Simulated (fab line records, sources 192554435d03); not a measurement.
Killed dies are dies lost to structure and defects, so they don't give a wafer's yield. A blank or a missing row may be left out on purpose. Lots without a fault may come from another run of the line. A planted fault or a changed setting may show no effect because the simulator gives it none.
Tool commonality check | flow n5_finfet | 9 lots, 27 wafers sampled

WHY IT WAS OPENED
At N5_BEOL_M4_RC_MEAS_101 the reading CJ_P is flagged on 2 of 9 lots. Wafers without a fault read 5.82, standard deviation 0.22.
Rule: a lot is flagged when every wafer of it that has a number lies more than 4 standard deviations from that mean, or none has a number. The other lots count as sound.

lot  | measured     | on        | CJ_P, wafer by wafer | flag
L117 | day 9 00:44  | prober-01 | 5.53 5.75 5.76       |
L118 | day 9 03:22  | prober-01 | 6.19 5.77 5.74       |
L119 | day 9 19:13  | prober-01 | 6.06 5.72 5.92       |
L120 | day 9 22:17  | prober-01 | 5.78 5.91 5.81       |
L123 | day 10 11:47 | prober-01 | 5.70 6.26 5.80       |
L124 | day 10 14:30 | prober-01 | 6.17 5.72 6.27       |
L125 | day 11 07:26 | prober-01 | 4.14 4.58 4.48       | FLAGGED
L128 | day 12 00:31 | prober-01 | 4.83 4.72 4.52       | FLAGGED
L136 | day 13 18:21 | prober-02 | 6.18 5.90 5.85       |
The numbers of the flagged lots are 4.54 on average: -1.28 against the usual, or -6 standard deviations.

WHICH TOOL RAN EACH LOT
The record holds 3 process steps before the reading, out of a route of 1938 steps. In each cell: the tool, then ch and the chambers that the sampled wafers went through, then the start.
lot  | flag    | N5_ZERO_LAYER_DESCUM_16           | N5_WELL_APT_IMPLANT_15         | N5_PMOS_HMC_CHANNEL_EPI_DESCUM_14
L117 |         | rie_diel-02 ch 0,2,3, day 2 12:42 | implanter-02 ch 0, day 2 14:06 | rie_diel-05 ch 0,1, day 2 17:28
L118 |         | rie_diel-05 ch 1,3, day 2 18:49   | implanter-01 ch 0, day 2 21:49 | rie_diel-03 ch 2,3, day 3 02:42
L119 |         | rie_diel-05 ch 1,2, day 3 00:50   | implanter-02 ch 0, day 3 03:32 | rie_diel-02 ch 0,2,3, day 3 07:01
L120 |         | rie_diel-02 ch 0,1,2, day 3 06:53 | implanter-01 ch 0, day 3 09:15 | rie_diel-03 ch 0,2, day 3 12:49
L123 |         | rie_diel-02 ch 0,2, day 4 00:42   | implanter-01 ch 0, day 4 02:14 | rie_diel-05 ch 0,1,3, day 4 05:16
L124 |         | rie_diel-03 ch 0,1,3, day 4 06:41 | implanter-01 ch 0, day 4 07:55 | rie_diel-02 ch 1,2,3, day 4 11:17
L125 | FLAGGED | rie_diel-03 ch 2,3, day 4 12:41   | implanter-01 ch 0, day 4 13:58 | rie_diel-05 ch 0,1, day 4 17:00
L128 | FLAGGED | rie_diel-03 ch 0,1,3, day 5 06:41 | implanter-01 ch 0, day 5 07:59 | rie_diel-02 ch 1,2, day 5 11:12
L136 |         | rie_diel-05 ch 0,2, day 7 06:41   | implanter-02 ch 0, day 7 08:05 | rie_diel-02 ch 0,1,2, day 7 11:28
What these steps do:
- N5_ZERO_LAYER_DESCUM_16: chemistry O2, time 7.9 s.
- N5_WELL_APT_IMPLANT_15
- N5_PMOS_HMC_CHANNEL_EPI_DESCUM_14: chemistry O2, time 7.9 s.
- N5_BEOL_M4_RC_MEAS_101

FLAGGED OVER TOTAL, TOOL BY TOOL (the gauges that took the reading come last)
step                              | tool         | lots run | flagged | share of the flagged lots | sound lots run after its first flagged lot
N5_ZERO_LAYER_DESCUM_16           | rie_diel-02  | 3        | 0       | none                      | -
N5_ZERO_LAYER_DESCUM_16           | rie_diel-03  | 3        | 2       | all                       | 0
N5_ZERO_LAYER_DESCUM_16           | rie_diel-05  | 3        | 0       | none                      | -
N5_WELL_APT_IMPLANT_15            | implanter-01 | 6        | 2       | all                       | 0
N5_WELL_APT_IMPLANT_15            | implanter-02 | 3        | 0       | none                      | -
N5_PMOS_HMC_CHANNEL_EPI_DESCUM_14 | rie_diel-02  | 4        | 1       | some                      | 1 (L136)
N5_PMOS_HMC_CHANNEL_EPI_DESCUM_14 | rie_diel-03  | 2        | 0       | none                      | -
N5_PMOS_HMC_CHANNEL_EPI_DESCUM_14 | rie_diel-05  | 3        | 1       | some                      | 0
N5_BEOL_M4_RC_MEAS_101            | prober-01    | 8        | 2       | all                       | 0
N5_BEOL_M4_RC_MEAS_101            | prober-02    | 1        | 0       | none                      | -

WHAT THE TABLE ALLOWS
3 rows of the table ran every flagged lot: rie_diel-03 at N5_ZERO_LAYER_DESCUM_16, implanter-01 at N5_WELL_APT_IMPLANT_15, prober-01 at N5_BEOL_M4_RC_MEAS_101.
- rie_diel-03 at N5_ZERO_LAYER_DESCUM_16: 2 of its 3 lots flagged. Its last sound lot is L124 (day 4 06:41), its first flagged lot L125 (day 4 12:41): a fault that began between those two fits.
- implanter-01 at N5_WELL_APT_IMPLANT_15: 2 of its 6 lots flagged. Its last sound lot is L124 (day 4 07:55), its first flagged lot L125 (day 4 13:58): a fault that began between those two fits. Its own readings lie more than 4 standard deviations out on every wafer of the flagged lots: beam_energy_keV.
- prober-01 at N5_BEOL_M4_RC_MEAS_101: 2 of its 8 lots flagged. Its last sound lot is L124 (day 10 14:30), its first flagged lot L125 (day 11 07:26): a fault that began between those two fits.
Counting lots can't tell these 3 tools apart, because each fits a fault that began at some hour. More lots, or a look at what each step does to the wafer, might.

WHAT THE SIMULATOR HAD PUT IN
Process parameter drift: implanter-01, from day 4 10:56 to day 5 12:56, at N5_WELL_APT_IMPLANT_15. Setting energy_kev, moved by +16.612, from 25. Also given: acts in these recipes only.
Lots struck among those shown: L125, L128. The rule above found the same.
